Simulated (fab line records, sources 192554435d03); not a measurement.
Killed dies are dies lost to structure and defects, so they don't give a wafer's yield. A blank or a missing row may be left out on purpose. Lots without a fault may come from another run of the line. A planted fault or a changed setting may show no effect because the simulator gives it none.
fab line records | flow n5_finfet | part 2 of 2: steps 20 to 26 of 26
record lots=5 wafers=15 last_day=17
route steps=1938 shown MOL_CONTACT_COAG@562
lots that met no fault: from a run of the same line without faults
start_h: hours from the record's first day to the start of the lot's first wafer shown | wait_h: hours since the lot's step before | " the same as in the row above | L1.1+2: a row that stands for several wafers | - no value, or no start given | * or withheld: withheld | < > ~ a bound
route shown NAME@n: a module of which the file shows steps, and the number in the route of the first | usual: mean/standard deviation of fault-free wafers | same: alike in all rows | chamber/n: place in a boat | sites: the reading at each site | _std_site: their standard deviation | _edge_site: outer sites' mean less inner sites' | radius_mm: how far each site lies from the wafer's centre | mask NAME#n: copy n | behind: the tool/chamber that last shaped the wafer | hold: why the lot was held/for how many hours/how that ended | device: the transistor (n, p or np) that didn't switch | end of line: the same wafers' tests at the end of the route | a step without rows: its recipe alone | killed: dies lost to structure and defects at the first sort, not the wafer's yield | map: a wafer's dies, x killed, . not, _ none there
set.NAME: the setting as run; set.NAME@STEP: as run at that earlier step | model.NAME: the simulator's own value behind a step, which no gauge read
lots at some steps of the route; a table a step, a row a wafer
services: from which hour (start_h, from the record's first day; less than 0 if before it) a tool's chamber was out of use, for how many hours, and why
## steps
# step N5_MOL_CONTACT_COAG_ETCH_91
# recipe chemistry=N2/H2 target=SOC target_depth_a=600 overetch_a=210 mask_material=SiARC temp_c=40 time_s=101.2 ion_energy_ev=200 pressure_mtorr=30 source_w=840 bias_w=150 n2_flow_sccm=200 h2_flow_sccm=200
# usual drypump_motor_current_A=5.6/0.49 oes_product_au=0.69/0.051 rf_vpp_V=524.5/2.7 showerhead_plenum_p_Torr=2.57/0.097 throttle_valve_pct=17.73/0.18
# columns lot.wafer tool chamber start_h wait_h drypump_motor_current_A oes_product_au rf_hours_counter_h rf_vpp_V showerhead_plenum_p_Torr throttle_valve_pct
L076.2 rie_diel-02 2 116.42 0.0 5.7 0.70 57 527.5 2.70 17.69
L076.5 " 1 " " 5.6 0.73 - 525.5 2.59 17.44
L076.6 " 2 " " 5.7 0.71 - 528.2 2.70 17.69
L084.3 rie_diel-02 2 166.07 0.0 5.8 0.68 77 528.8 2.69 17.73
L084.5 " 2 " " 5.8 0.68 - 528.3 2.69 17.74
L084.6 " 3 " " 4.8 0.70 - 521.7 2.46 17.76
L091.2 rie_diel-06 1 203.87 0.0 6.7 0.66 118 521.0 2.46 17.99
L091.3 " 0 " " 5.3 0.73 28 527.6 2.71 17.76
L091.6 " 1 " " 6.7 0.67 - 521.4 2.46 17.98
L095.2 rie_diel-01 0 224.21 0.0 6.1 0.59 246 519.0 2.40 18.07
L095.3 " 1 " " 5.3 0.58 235 522.5 2.52 18.05
L095.4 " 3 " " 5.7 0.70 57 521.7 2.47 17.76
L096.3 rie_diel-02 2 231.22 0.0 5.7 0.66 99 527.0 2.68 17.78
L096.4 " 0 " " 5.8 0.69 62 526.4 2.60 17.59
L096.5 " 0 " " 5.9 0.69 - 523.8 2.60 17.58
# step N5_MOL_CONTACT_COAG_STRIP_92
# recipe chemistry=N2/H2 temp_c=40 n2_flow_sccm=200 h2_flow_sccm=200 rf_frequency_hz=6e+07
# columns lot.wafer tool chamber start_h wait_h
L076.2+5+6 rie_diel-02 2,1,2 116.49 0.0
L084.3+5+6 rie_diel-02 2,2,3 166.14 0.0
L091.2+3+6 rie_diel-06 1,0,1 203.94 0.0
L095.2+3+4 rie_diel-01 0,1,3 224.28 0.0
L096.3+4+5 rie_diel-02 2,0,0 231.29 0.0
# step N5_MOL_CONTACT_COAG_STRIP_93
# recipe chemistry=N2/H2 temp_c=40 n2_flow_sccm=200 h2_flow_sccm=200 rf_frequency_hz=6e+07
# columns lot.wafer tool chamber start_h wait_h
L076.2+5+6 rie_diel-02 2,1,2 116.50 0.0
L084.3+5+6 rie_diel-02 2,2,3 166.15 0.0
L091.2+3+6 rie_diel-06 1,0,1 203.95 0.0
L095.2+3+4 rie_diel-01 0,1,3 224.29 0.0
L096.3+4+5 rie_diel-02 2,0,0 231.30 0.0
# step N5_MOL_CONTACT_COAG_ETCHBACK_135
# recipe chemistry=CHF3 target=SiO2 target_depth_a=250 time_s=16.7 ion_energy_ev=200 pressure_mtorr=30 source_w=610 bias_w=170 Ar_flow_sccm=200 CHF3_flow_sccm=50
# usual drypump_motor_current_A=5.6/0.49 oes_product_au=0.82/0.063 rf_vpp_V=522/5.2 showerhead_plenum_p_Torr=2.40/0.086 throttle_valve_pct=18.64/0.17
# columns lot.wafer tool chamber start_h wait_h drypump_motor_current_A oes_product_au rf_hours_counter_h rf_vpp_V showerhead_plenum_p_Torr throttle_valve_pct
L076.2 rie_diel-02 2 116.51 0.0 5.8 0.83 57 516 2.51 18.51
L076.5 " 1 " " 5.6 0.88 - 522 2.41 18.38
L076.6 " 2 " " 5.8 0.84 - 515 2.51 18.51
L084.3 rie_diel-02 2 166.16 0.0 5.7 0.82 77 515 2.50 18.55
L084.5 " 2 " " 5.8 0.81 - 514 2.50 18.56
L084.6 " 3 " " 4.7 0.83 - 523 2.30 18.77
L091.2 rie_diel-06 1 203.96 0.0 6.7 0.80 118 524 2.28 18.73
L091.3 " 0 " " 5.3 0.88 28 531 2.52 18.64
L091.6 " 1 " " 6.6 0.78 - 524 2.28 18.73
L095.2 rie_diel-01 0 224.30 0.0 6.1 0.70 246 517 2.26 18.98
L095.3 " 1 " " 5.3 0.67 235 523 2.35 18.84
L095.4 " 3 " " 5.7 0.82 57 524 2.31 18.72
L096.3 rie_diel-02 2 231.31 0.0 5.7 0.79 99 514 2.49 18.57
L096.4 " 0 " " 5.8 0.83 62 518 2.42 18.49
L096.5 " 0 " " 5.8 0.83 - 518 2.42 18.48
# step N5_MOL_CONTACT_COAG_STRIP_118
# recipe chemistry=CHF3 resist=SiARC rf_frequency_hz=6e+07
# columns lot.wafer tool chamber start_h wait_h
L076.2+5+6 rie_diel-02 2,1,2 116.54 0.0
L084.3+5+6 rie_diel-02 2,2,3 166.19 0.0
L091.2+3+6 rie_diel-06 1,0,1 203.98 0.0
L095.2+3+4 rie_diel-01 0,1,3 224.32 0.0
L096.3+4+5 rie_diel-02 2,0,0 231.34 0.0
# step N5_MOL_CONTACT_COAG_VIA_ETCH_46
# recipe chemistry=C4F6/O2 target_depth_a=460 overetch_a=92 mask_material=SOC target=SiO2 bias_w=455 pressure_mtorr=10 time_s=40 source_w=325 Ar_flow_sccm=300 C4F6_flow_sccm=10 O2_flow_sccm=10 ion_energy_ev=575.3 ends=end_point
# usual drypump_motor_current_A=5.6/0.49 oes_product_au=0.73/0.054 rf_vpp_V=1581/14 showerhead_plenum_p_Torr=2.86/0.1 throttle_valve_pct=40.69/0.25
# columns lot.wafer tool chamber start_h wait_h drypump_motor_current_A oes_product_au rf_hours_counter_h rf_vpp_V showerhead_plenum_p_Torr throttle_valve_pct
L076.2 rie_diel-02 2 116.55 0.0 5.8 0.75 57 1563 2.99 40.81
L076.5 " 1 " " 5.6 0.78 - 1579 2.87 40.55
L076.6 " 2 " " 5.8 0.76 - 1562 2.99 40.82
L084.3 rie_diel-02 2 166.20 0.0 5.7 0.74 78 1561 2.98 40.84
L084.5 " 2 " " 5.7 0.74 - 1562 2.98 40.86
L084.6 " 3 " " 4.8 0.75 - 1582 2.75 40.46
L091.2 rie_diel-06 1 203.99 0.0 6.7 0.70 118 1587 2.72 40.70
L091.3 " 0 " " 5.3 0.78 28 1603 3.01 41.13
L091.6 " 1 " " 6.7 0.72 - 1586 2.72 40.72
L095.2 rie_diel-01 0 224.33 0.0 6.1 0.62 246 1564 2.70 41.20
L095.3 " 1 " " 5.3 0.60 235 1583 2.80 40.63
L095.4 " 3 " " 5.7 0.74 57 1588 2.75 40.40
L096.3 rie_diel-02 2 231.35 0.0 5.8 0.71 99 1563 2.97 40.84
L096.4 " 0 " " 5.8 0.75 62 1571 2.89 40.70
L096.5 " 0 " " 5.8 0.74 - 1571 2.89 40.71
# step N5_MOL_CONTACT_COAG_STRIP_96
# recipe chemistry=N2/H2 power_w=500 temp_c=40 pressure_mtorr=50 rf_frequency_hz=6e+07 overash_fraction=0.3 bias_power_w=28 h2_frac=0.5 n2_flow_sccm=300 h2_flow_sccm=300
# usual drypump_motor_current_A=5.6/0.49 oes_product_au=0.82/0.061 rf_vpp_V=121.9/1.3 showerhead_plenum_p_Torr=3.39/0.12 throttle_valve_pct=18.70/0.26
# columns lot.wafer tool chamber start_h wait_h drypump_motor_current_A oes_product_au rf_hours_counter_h rf_vpp_V showerhead_plenum_p_Torr throttle_valve_pct
L076.2 rie_diel-02 2 116.61 0.0 5.8 0.84 57 123.4 3.56 18.81
L076.5 " 1 " " 5.6 0.87 - 123.8 3.42 18.23
L076.6 " 2 " " 5.8 0.82 - 122.7 3.56 18.82
L084.3 rie_diel-02 2 166.26 0.0 5.8 0.81 78 121.7 3.55 18.84
L084.5 " 2 " " 5.8 0.80 - 123.2 3.55 18.87
L084.6 " 3 " " 4.7 0.84 - 121.4 3.25 18.61
L091.2 rie_diel-06 1 204.06 0.0 6.7 0.79 118 121.8 3.25 19.15
L091.3 " 0 " " 5.3 0.88 28 121.3 3.57 18.62
L091.6 " 1 " " 6.7 0.79 - 121.7 3.25 19.13
L095.2 rie_diel-01 0 224.40 0.0 6.1 0.69 246 120.8 3.18 19.11
L095.3 " 1 " " 5.3 0.68 235 120.6 3.32 19.20
L095.4 " 3 " " 5.7 0.81 57 122.2 3.26 18.72
L096.3 rie_diel-02 2 231.41 0.0 5.8 0.78 99 123.3 3.54 18.89
L096.4 " 0 " " 5.8 0.82 62 121.6 3.43 18.63
L096.5 " 0 " " 5.8 0.84 - 122.0 3.43 18.65
## services
# columns tool chamber start_h hours kind
rie_diel-02 2 92.12 3.4 repair
litho_track-05 - 96.45 - consumable_replace:filter
euv_scanner-01 - 96.94 1.0 pm
rie_diel-06 - 104.51 28.1 pm
euv_scanner-02 - 109.32 1.3 repair
ald_sin-01 - 122.19 14.6 pm
pecvd-01 - 123.82 1.4 repair
euv_scanner-02 - 125.28 1.0 pm
ald_sin-02 2 142.13 17.0 repair
euv_scanner-01 - 144.57 1.2 repair
rie_diel-02 0 145.20 4.2 repair
euv_scanner-01 - 153.09 1.0 pm
rie_diel-01 2 155.86 - clean
rie_diel-01 2 155.86 - consumable_replace:focus_ring
rie_diel-01 2 155.86 24.8 scheduled_down
euv_scanner-02 - 181.43 1.0 pm
euv_scanner-02 - 185.99 1.1 repair
ald_sin-02 3 197.40 3.8 repair
euv_scanner-01 - 209.24 1.0 pm
pecvd-01 2 217.11 6.5 repair
pecvd-03 0 218.77 14.6 repair
rie_diel-06 3 219.51 1.4 repair
euv_scanner-01 - 225.28 4.6 pm
euv_scanner-01 - 231.23 1.8 repair
